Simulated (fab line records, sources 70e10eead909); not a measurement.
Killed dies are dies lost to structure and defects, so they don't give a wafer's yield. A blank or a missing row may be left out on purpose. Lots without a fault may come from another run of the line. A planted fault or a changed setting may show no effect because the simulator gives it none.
Which tool did it? | flow nand_harc | 24 lots, 72 wafers sampled, at 6 steps of a route of 1302

WHAT THE GAUGES READ, wafer by wafer
NHARC_P_M0_THK_MEAS_24: measures by xrf.
lot  | measured     | on            | thk_nm (nm)
L074 | day 6 13:22  | film_metro-01 | 114.7 113.3 117.8
L075 | day 6 14:56  | film_metro-02 | 117.1 113.8 116.4
L076 | day 7 04:24  | film_metro-02 | 118.3 116.0 116.7
L077 | day 7 10:00  | film_metro-02 | 117.5 117.4 117.6
L078 | day 7 20:55  | film_metro-01 | 118.4 118.0 116.4
L079 | day 8 10:25  | film_metro-01 | 119.8 116.2 117.1
L080 | day 8 11:11  | film_metro-02 | 117.3 119.2 116.4
L081 | day 8 23:25  | film_metro-02 | 116.1 114.6 116.5
L082 | day 9 12:16  | film_metro-01 | 115.5 116.6 118.3
L083 | day 10 00:58 | film_metro-01 | 116.6 117.9 115.8
L084 | day 10 07:37 | film_metro-01 | 117.2 115.5 117.0
L085 | day 10 17:26 | film_metro-01 | 116.8 117.7 117.1
L086 | day 11 01:43 | film_metro-01 | 116.7 117.4 117.9
L087 | day 11 12:01 | film_metro-01 | 119.6 117.4 116.5
L088 | day 12 04:16 | film_metro-01 | 119.3 117.3 118.7
L089 | day 12 07:55 | film_metro-01 | 116.9 116.6 119.2
L090 | day 12 20:20 | film_metro-01 | 116.4 119.5 119.4
L091 | day 13 06:28 | film_metro-01 | 116.5 118.5 116.3
L092 | day 13 17:39 | film_metro-02 | 119.3 117.2 118.9
L093 | day 13 21:49 | film_metro-01 | 115.4 116.1 117.6
L094 | day 14 16:38 | film_metro-02 | 117.7 119.2 117.4
L095 | day 14 17:25 | film_metro-02 | 120.6 116.8 118.4
L096 | day 15 14:12 | film_metro-02 | 117.9 116.6 118.8
L097 | day 15 22:03 | film_metro-01 | 117.9 116.1 118.6

WHICH TOOL RAN EACH LOT (tool, then ch and the chambers of the sampled wafers, then the start)
lot  | NHARC_P_GATE_RTA_82              | NHARC_P_CONTACT_DEP_00                     | NHARC_P_CONTACT_DESCUM_17          | NHARC_P_M0_PRE_CLEAN_29                 | NHARC_P_M0_PVD_21
L074 | rtp_anneal-01 ch 0, day 6 04:53  | pecvd-02 ch 0,2, day 6 06:53 or earlier    | rie_diel-01 ch 1,2,3, day 6 06:53  | pvd_sputter-01, day 6 13:22 or earlier  | pvd_sputter-01, day 6 13:22 or earlier
L075 | rtp_anneal-02 ch 0, day 6 06:34  | pecvd-01 ch 0,1,2, day 6 08:28 or earlier  | rie_diel-10 ch 0,1, day 6 08:28    | pvd_sputter-02, day 6 14:56 or earlier  | pvd_sputter-02, day 6 14:56 or earlier
L076 | rtp_anneal-02 ch 0, day 6 19:53  | pecvd-03 ch 0,1,2, day 6 21:55 or earlier  | rie_diel-01 ch 1,2,3, day 6 21:55  | pvd_sputter-02, day 7 04:24 or earlier  | pvd_sputter-02, day 7 04:24 or earlier
L077 | rtp_anneal-02 ch 0, day 7 01:30  | pecvd-01 ch 1,2, day 7 02:11               | rie_diel-05 ch 2,3, day 7 03:34    | pvd_sputter-01, day 7 10:00 or earlier  | pvd_sputter-01, day 7 10:00 or earlier
L078 | rtp_anneal-02 ch 0, day 7 11:58  | pecvd-01 ch 0,1,2, day 7 13:58 or earlier  | rie_diel-01 ch 0,1,2, day 7 13:58  | pvd_sputter-01, day 7 20:55 or earlier  | pvd_sputter-01, day 7 20:55 or earlier
L079 | rtp_anneal-02 ch 0, day 8 01:40  | pecvd-03 ch 0,1, day 8 03:29 or earlier    | rie_diel-10 ch 0,2,3, day 8 03:29  | pvd_sputter-01, day 8 10:25 or earlier  | pvd_sputter-01, day 8 10:25 or earlier
L080 | rtp_anneal-02 ch 0, day 8 02:50  | pecvd-01 ch 0,1,2, day 8 04:51 or earlier  | rie_diel-01 ch 0,1,2, day 8 04:51  | pvd_sputter-01, day 8 11:11 or earlier  | pvd_sputter-01, day 8 11:11 or earlier
L081 | rtp_anneal-02 ch 0, day 8 15:01  | pecvd-02 ch 0,1,2, day 8 17:01 or earlier  | rie_diel-05 ch 0,3, day 8 17:01    | pvd_sputter-03, day 8 23:25 or earlier  | pvd_sputter-03, day 8 23:25 or earlier
L082 | rtp_anneal-01 ch 0, day 9 03:54  | pecvd-01 ch 1,2, day 9 05:46 or earlier    | rie_diel-10 ch 1,2, day 9 05:46    | pvd_sputter-01, day 9 12:16 or earlier  | pvd_sputter-01, day 9 12:16 or earlier
L083 | rtp_anneal-02 ch 0, day 9 16:09  | pecvd-01 ch 1,2, day 9 18:20 or earlier    | rie_diel-05 ch 0,1,2, day 9 18:20  | pvd_sputter-03, day 10 00:58 or earlier | pvd_sputter-03, day 10 00:58 or earlier
L084 | rtp_anneal-02 ch 0, day 9 23:08  | pecvd-01 ch 0,1,2, day 10 01:01 or earlier | rie_diel-05 ch 0,1,2, day 10 01:01 | pvd_sputter-01, day 10 07:37 or earlier | pvd_sputter-01, day 10 07:37 or earlier
L085 | rtp_anneal-02 ch 0, day 10 09:07 | pecvd-01 ch 0,1,2, day 10 11:04 or earlier | rie_diel-10 ch 1,2, day 10 11:04   | pvd_sputter-03, day 10 17:26 or earlier | pvd_sputter-03, day 10 17:26 or earlier
L086 | rtp_anneal-02 ch 0, day 10 17:05 | pecvd-01 ch 1,2, day 10 17:44              | rie_diel-01 ch 0,2,3, day 10 19:14 | pvd_sputter-02, day 11 01:43 or earlier | pvd_sputter-02, day 11 01:43 or earlier
L087 | rtp_anneal-02 ch 0, day 11 03:25 | pecvd-01 ch 1,2, day 11 04:07              | rie_diel-05 ch 0,1,2, day 11 05:38 | pvd_sputter-01, day 11 12:01 or earlier | pvd_sputter-01, day 11 12:01 or earlier
L088 | rtp_anneal-01 ch 0, day 11 19:29 | pecvd-02 ch 0,2, day 11 21:29 or earlier   | rie_diel-01 ch 0,1,2, day 11 21:29 | pvd_sputter-01, day 12 04:16 or earlier | pvd_sputter-01, day 12 04:16 or earlier
L089 | rtp_anneal-01 ch 0, day 11 23:34 | pecvd-03 ch 0,1,2, day 12 01:26 or earlier | rie_diel-05 ch 0,2,3, day 12 01:26 | pvd_sputter-01, day 12 07:55 or earlier | pvd_sputter-01, day 12 07:55 or earlier
L090 | rtp_anneal-01 ch 0, day 12 11:47 | pecvd-01 ch 0,1, day 12 13:56 or earlier   | rie_diel-01 ch 0,1,2, day 12 13:56 | pvd_sputter-01, day 12 20:20 or earlier | pvd_sputter-01, day 12 20:20 or earlier
L091 | rtp_anneal-02 ch 0, day 12 20:41 | pecvd-01 ch 0,1, day 12 21:16              | rie_diel-01 ch 0,2,3, day 12 22:54 | pvd_sputter-03, day 13 06:28 or earlier | pvd_sputter-03, day 13 06:28 or earlier
L092 | rtp_anneal-01 ch 0, day 13 08:59 | pecvd-01 ch 0,1,2, day 13 10:59 or earlier | rie_diel-10 ch 0,1,3, day 13 10:59 | pvd_sputter-02, day 13 17:39 or earlier | pvd_sputter-02, day 13 17:39 or earlier
L093 | rtp_anneal-02 ch 0, day 13 13:35 | pecvd-01 ch 0,1,2, day 13 15:23 or earlier | rie_diel-10 ch 1,2,3, day 13 15:23 | pvd_sputter-02, day 13 21:49 or earlier | pvd_sputter-02, day 13 21:49 or earlier
L094 | rtp_anneal-01 ch 0, day 14 08:21 | pecvd-02 ch 0,1,2, day 14 10:13 or earlier | rie_diel-05 ch 1,2,3, day 14 10:13 | pvd_sputter-02, day 14 16:38 or earlier | pvd_sputter-02, day 14 16:38 or earlier
L095 | rtp_anneal-02 ch 0, day 14 08:26 | pecvd-03 ch 0,1, day 14 10:26 or earlier   | rie_diel-10 ch 1,2,3, day 14 10:26 | pvd_sputter-01, day 14 17:25 or earlier | pvd_sputter-01, day 14 17:25 or earlier
L096 | rtp_anneal-01 ch 0, day 15 05:35 | pecvd-02 ch 0,1, day 15 07:26 or earlier   | rie_diel-01 ch 0,3, day 15 07:26   | pvd_sputter-03, day 15 14:12 or earlier | pvd_sputter-03, day 15 14:12 or earlier
L097 | rtp_anneal-01 ch 0, day 15 13:37 | pecvd-03 ch 0,1, day 15 15:25 or earlier   | rie_diel-10 ch 0,2,3, day 15 15:25 | pvd_sputter-01, day 15 22:03 or earlier | pvd_sputter-01, day 15 22:03 or earlier
- NHARC_P_GATE_RTA_82: time 30 s.
- NHARC_P_CONTACT_DEP_00: deposits SiO2, target thk 500 nm.
- NHARC_P_CONTACT_DESCUM_17: chemistry O2, time 3 s.
- NHARC_P_M0_PRE_CLEAN_29: time 30 s.
- NHARC_P_M0_PVD_21: deposits Cu, target thk 30 nm, time 20.49 s.

WHAT THE TOOLS THEMSELVES READ (means of the sampled wafers that have a number; where no wafer has one, the mark that the record gives instead)
NHARC_P_GATE_RTA_82.
lot  | tool          | anneal_temp_c_max | lamp_power_pct (%) | wafer_temp_C_max
L074 | rtp_anneal-01 | 452.2             | 3.88               | 452.8
L075 | rtp_anneal-02 | 453.1             | 4.07               | 450.7
L076 | rtp_anneal-02 | 452.4             | 4.07               | 451.5
L077 | rtp_anneal-02 | 452.8             | 4.07               | 451.0
L078 | rtp_anneal-02 | 452.6             | 4.06               | 450.9
L079 | rtp_anneal-02 | 452.6             | 4.07               | 451.3
L080 | rtp_anneal-02 | 451.8             | 4.07               | 451.2
L081 | rtp_anneal-02 | 452.7             | 4.07               | 450.9
L082 | rtp_anneal-01 | 452.8             | 3.89               | 452.7
L083 | rtp_anneal-02 | 452.6             | 4.06               | 451.0
L084 | rtp_anneal-02 | 452.2             | 4.06               | 451.4
L085 | rtp_anneal-02 | 452.9             | 4.07               | 451.0
L086 | rtp_anneal-02 | 452.1             | 4.07               | 450.7
L087 | rtp_anneal-02 | 452.6             | 4.06               | 451.0
L088 | rtp_anneal-01 | 452.5             | 3.88               | 452.7
L089 | rtp_anneal-01 | 452.7             | 3.88               | 452.6
L090 | rtp_anneal-01 | 452.2             | 3.89               | 452.2
L091 | rtp_anneal-02 | 453.0             | 4.06               | 450.8
L092 | rtp_anneal-01 | 452.8             | 3.88               | 452.4
L093 | rtp_anneal-02 | 452.5             | 4.07               | 451.0
L094 | rtp_anneal-01 | 452.8             | 3.89               | 452.6
L095 | rtp_anneal-02 | 452.3             | 4.07               | 451.0
L096 | rtp_anneal-01 | 452.9             | 3.88               | 453.0
L097 | rtp_anneal-01 | 451.8             | 3.88               | 452.3

NHARC_P_CONTACT_DEP_00.
lot  | tool     | chamber_pressure_Torr (Torr) | heater_power_w (W) | mfc_precursor_sccm (sccm) | throttle_valve_pct (%)
L074 | pecvd-02 | 6.504                        | 531                | 161.7                     | 16.3
L075 | pecvd-01 | 6.507                        | 639                | 161.3                     | 16.6
L076 | pecvd-03 | 6.502                        | 612                | 161.4                     | 16.0
L077 | pecvd-01 | 6.491                        | 561                | 161.4                     | 16.0
L078 | pecvd-01 | 6.499                        | 632                | 161.6                     | 15.9
L079 | pecvd-03 | 6.490                        | 610                | 161.1                     | 16.1
L080 | pecvd-01 | 6.491                        | 709                | 160.9                     | 15.8
L081 | pecvd-02 | 6.513                        | 512                | 161.6                     | 16.1
L082 | pecvd-01 | 6.488                        | 667                | 161.0                     | 15.9
L083 | pecvd-01 | 6.503                        | 657                | 161.0                     | 16.0
L084 | pecvd-01 | 6.491                        | 605                | 161.5                     | 15.9
L085 | pecvd-01 | 6.492                        | 679                | 161.6                     | 16.0
L086 | pecvd-01 | 6.509                        | 628                | 161.9                     | 16.0
L087 | pecvd-01 | 6.504                        | 559                | 161.8                     | 16.0
L088 | pecvd-02 | 6.499                        | 560                | 161.4                     | 15.7
L089 | pecvd-03 | 6.499                        | 602                | 161.9                     | 15.6
L090 | pecvd-01 | 6.507                        | 690                | 161.4                     | 16.0
L091 | pecvd-01 | 6.500                        | 698                | 161.7                     | 15.6
L092 | pecvd-01 | 6.505                        | 689                | 161.4                     | 16.1
L093 | pecvd-01 | 6.505                        | 635                | 161.5                     | 16.0
L094 | pecvd-02 | 6.507                        | 536                | 161.5                     | 15.9
L095 | pecvd-03 | 6.511                        | 700                | 161.6                     | 15.9
L096 | pecvd-02 | 6.505                        | 532                | 161.4                     | 15.6
L097 | pecvd-03 | 6.502                        | 694                | 161.7                     | 16.0

NHARC_P_CONTACT_DESCUM_17.
lot  | tool        | drypump_motor_current_A (A) | oes_product_au (a.u.) | rf_vpp_V (V) | showerhead_plenum_p_Torr (Torr) | throttle_valve_pct (%)
L074 | rie_diel-01 | 5.5                         | 0.992                 | 58.3         | 1.87                            | 11.309
L075 | rie_diel-10 | 5.3                         | 0.991                 | 59.0         | 2.01                            | 11.308
L076 | rie_diel-01 | 5.5                         | 1.002                 | 57.2         | 1.87                            | 11.312
L077 | rie_diel-05 | 6.1                         | 1.007                 | 57.5         | 1.89                            | 11.313
L078 | rie_diel-01 | 5.7                         | 1.003                 | 58.2         | 1.96                            | 11.321
L079 | rie_diel-10 | 5.5                         | 1.010                 | 57.6         | 2.00                            | 11.316
L080 | rie_diel-01 | 5.7                         | 0.987                 | 57.5         | 1.96                            | 11.299
L081 | rie_diel-05 | 6.3                         | 0.997                 | 58.1         | 1.96                            | 11.304
L082 | rie_diel-10 | 5.9                         | 0.992                 | 58.1         | 2.01                            | 11.308
L083 | rie_diel-05 | 5.5                         | 1.002                 | 57.8         | 1.96                            | 11.314
L084 | rie_diel-05 | 5.5                         | 1.000                 | 57.8         | 1.96                            | 11.312
L085 | rie_diel-10 | 5.9                         | 1.008                 | 58.0         | 1.97                            | 11.318
L086 | rie_diel-01 | 5.5                         | 1.000                 | 58.2         | 1.91                            | 11.313
L087 | rie_diel-05 | 5.5                         | 1.002                 | 58.1         | 1.96                            | 11.308
L088 | rie_diel-01 | 5.7                         | 0.995                 | 58.2         | 1.96                            | 11.317
L089 | rie_diel-05 | 5.8                         | 0.997                 | 57.5         | 1.93                            | 11.314
L090 | rie_diel-01 | 5.7                         | 0.999                 | 56.9         | 1.96                            | 11.308
L091 | rie_diel-01 | 5.5                         | 0.994                 | 57.1         | 1.91                            | 11.305
L092 | rie_diel-10 | 5.4                         | 0.994                 | 58.1         | 2.03                            | 11.305
L093 | rie_diel-10 | 5.7                         | 1.003                 | 58.2         | 2.01                            | 11.314
L094 | rie_diel-05 | 5.8                         | 1.011                 | 58.0         | 1.92                            | 11.316
L095 | rie_diel-10 | 5.7                         | 1.008                 | 58.4         | 2.01                            | 11.304
L096 | rie_diel-01 | 5.4                         | 0.995                 | 58.4         | 1.87                            | 11.313
L097 | rie_diel-10 | 5.5                         | 0.998                 | 58.1         | 2.00                            | 11.312

NHARC_P_M0_PRE_CLEAN_29.
lot  | tool           | heater_power_w (W)
L074 | pvd_sputter-01 | 445
L075 | pvd_sputter-02 | 413
L076 | pvd_sputter-02 | 420
L077 | pvd_sputter-01 | 389
L078 | pvd_sputter-01 | 416
L079 | pvd_sputter-01 | 450
L080 | pvd_sputter-01 | 423
L081 | pvd_sputter-03 | 427
L082 | pvd_sputter-01 | 371
L083 | pvd_sputter-03 | 415
L084 | pvd_sputter-01 | 419
L085 | pvd_sputter-03 | 441
L086 | pvd_sputter-02 | 361
L087 | pvd_sputter-01 | 412
L088 | pvd_sputter-01 | 419
L089 | pvd_sputter-01 | 391
L090 | pvd_sputter-01 | 396
L091 | pvd_sputter-03 | 425
L092 | pvd_sputter-02 | 408
L093 | pvd_sputter-02 | 415
L094 | pvd_sputter-02 | 383
L095 | pvd_sputter-01 | 384
L096 | pvd_sputter-03 | 445
L097 | pvd_sputter-01 | 415

NHARC_P_M0_PVD_21.
lot  | tool           | throttle_valve_pct (%)
L074 | pvd_sputter-01 | 29.8
L075 | pvd_sputter-02 | 30.3
L076 | pvd_sputter-02 | 30.3
L077 | pvd_sputter-01 | 29.2
L078 | pvd_sputter-01 | 29.6
L079 | pvd_sputter-01 | 29.5
L080 | pvd_sputter-01 | 30.0
L081 | pvd_sputter-03 | 30.9
L082 | pvd_sputter-01 | 30.0
L083 | pvd_sputter-03 | 29.9
L084 | pvd_sputter-01 | 30.0
L085 | pvd_sputter-03 | 30.7
L086 | pvd_sputter-02 | 30.2
L087 | pvd_sputter-01 | 30.4
L088 | pvd_sputter-01 | 30.1
L089 | pvd_sputter-01 | 30.5
L090 | pvd_sputter-01 | 29.9
L091 | pvd_sputter-03 | 30.3
L092 | pvd_sputter-02 | 30.1
L093 | pvd_sputter-02 | 30.2
L094 | pvd_sputter-02 | 30.3
L095 | pvd_sputter-01 | 30.1
L096 | pvd_sputter-03 | 30.9
L097 | pvd_sputter-01 | 30.0

THE ANSWER, worked out from the rows above alone
Rule: what is usual is taken from the lots themselves. Put in order of their means at a reading, lots are off if they are a third of the lots or fewer, leave a main group of 4 or more, and stand apart from it by a gap of 3 or more times the standard deviation of the main group's means; of several such gaps the widest counts. A main group whose means are all the same, to the digits that the tables above print for the reading, isn't used. A lot without any number at a reading at which 4 lots or more have one is off too. The other lots that the step has rows for count as sound. The gauges are gone through in route order, then the tools' own readings, and for those a lot's mean is taken as printed above. The first step at which some lot is off is used, and at that step the reading that is off furthest; a lot without a number counts as furthest.
No lot is off at any reading shown: from this, nothing can be told.

WHAT THE SIMULATOR HAD PUT IN
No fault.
